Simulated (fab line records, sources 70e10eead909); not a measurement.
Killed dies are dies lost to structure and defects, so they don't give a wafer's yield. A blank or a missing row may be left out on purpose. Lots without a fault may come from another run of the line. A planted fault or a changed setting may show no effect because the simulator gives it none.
Chamber matching | flow nand_harc | NHARC_A_SLIT_DESCUM_14 on rie_diel-05: 4 sister chambers
The step chemistry O2, time 3 s. 20 wafers are shown with their chamber, then 10 later ones without.

WAFERS WITH THEIR CHAMBER
wafer  | chamber | showerhead_plenum_p_Torr (Torr) | drypump_motor_current_A (A) | oes_product_au (a.u.)
L853.1 | 3       | 1.90                            | 5.4                         | 1.000
L853.3 | 0       | 1.82                            | 5.5                         | 0.983
L853.5 | 2       | 1.88                            | 5.6                         | 1.018
L854.2 | 0       | 1.82                            | 5.5                         | 0.983
L854.3 | 2       | 1.88                            | 5.7                         | 1.015
L854.4 | 1       | 1.93                            | 6.4                         | 1.021
L856.2 | 1       | 1.93                            | 6.3                         | 1.041
L856.5 | 1       | 1.93                            | 6.3                         | 1.034
L856.6 | 0       | 1.82                            | 5.5                         | 0.989
L858.1 | 0       | 1.82                            | 5.5                         | 0.994
L858.4 | 3       | 1.90                            | 5.3                         | 1.000
L858.6 | 1       | 1.93                            | 6.3                         | 1.030
L861.2 | 2       | 1.88                            | 5.6                         | 1.027
L861.3 | 0       | 1.82                            | 5.6                         | 0.988
L861.6 | 1       | 1.93                            | 6.4                         | 1.026
L863.1 | 0       | 1.82                            | 5.5                         | 0.999
L863.2 | 2       | 1.88                            | 5.7                         | 1.018
L863.4 | 1       | 1.93                            | 6.3                         | 1.020
L870.2 | 2       | 1.88                            | 5.6                         | 1.012
L870.5 | 1       | 1.92                            | 6.3                         | 0.997

SIGNATURES (means of the wafers above)
reading                  | chamber 0 | chamber 1 | chamber 2 | chamber 3 | scatter within a chamber
showerhead_plenum_p_Torr | 1.8200    | 1.9286    | 1.8800    | 1.9000    | 0.00231
drypump_motor_current_A  | 5.517     | 6.329     | 5.640     | 5.350     | 0.0498
oes_product_au           | 0.98933   | 1.02414   | 1.01800   | 1.00000   | 0.0097
Rule: a wafer's distance from a chamber is the root of the sum, over the readings, of the square of ((its reading less the chamber's mean) divided by the reading's scatter). The wafer belongs to the nearest chamber; if the next one is less than 2 further off, it can't be placed. The scatter: the root of (the sum of the squares of (reading less its chamber's mean) over the shown wafers, divided by (wafers less chambers)).

WAFERS WITHOUT THEIR CHAMBER
wafer  | showerhead_plenum_p_Torr (Torr) | drypump_motor_current_A (A) | oes_product_au (a.u.)
L870.6 | 1.82                            | 5.5                         | 0.986
L873.1 | 1.88                            | 5.6                         | 1.020
L873.5 | 1.89                            | 5.3                         | 0.995
L873.6 | 1.88                            | 5.7                         | 1.017
L874.1 | 1.82                            | 5.6                         | 0.983
L874.2 | 1.89                            | 5.3                         | 0.992
L874.3 | 1.92                            | 6.4                         | 0.988
L875.3 | 1.92                            | 6.4                         | 0.992
L875.4 | 1.88                            | 5.7                         | 1.023
L875.6 | 1.89                            | 5.3                         | 1.016

WHICH CHAMBER EACH WENT THROUGH
wafer  | from the rows above | in truth
L870.6 | 0                   | 0
L873.1 | 2                   | 2
L873.5 | 3                   | 3
L873.6 | 2                   | 2
L874.1 | 0                   | 0
L874.2 | 3                   | 3
L874.3 | 1                   | 1
L875.3 | 1                   | 1
L875.4 | 2                   | 2
L875.6 | 3                   | 3
Placed correctly: 10 of 10. Can't be placed from these rows: 0. Placed wrongly: 0.
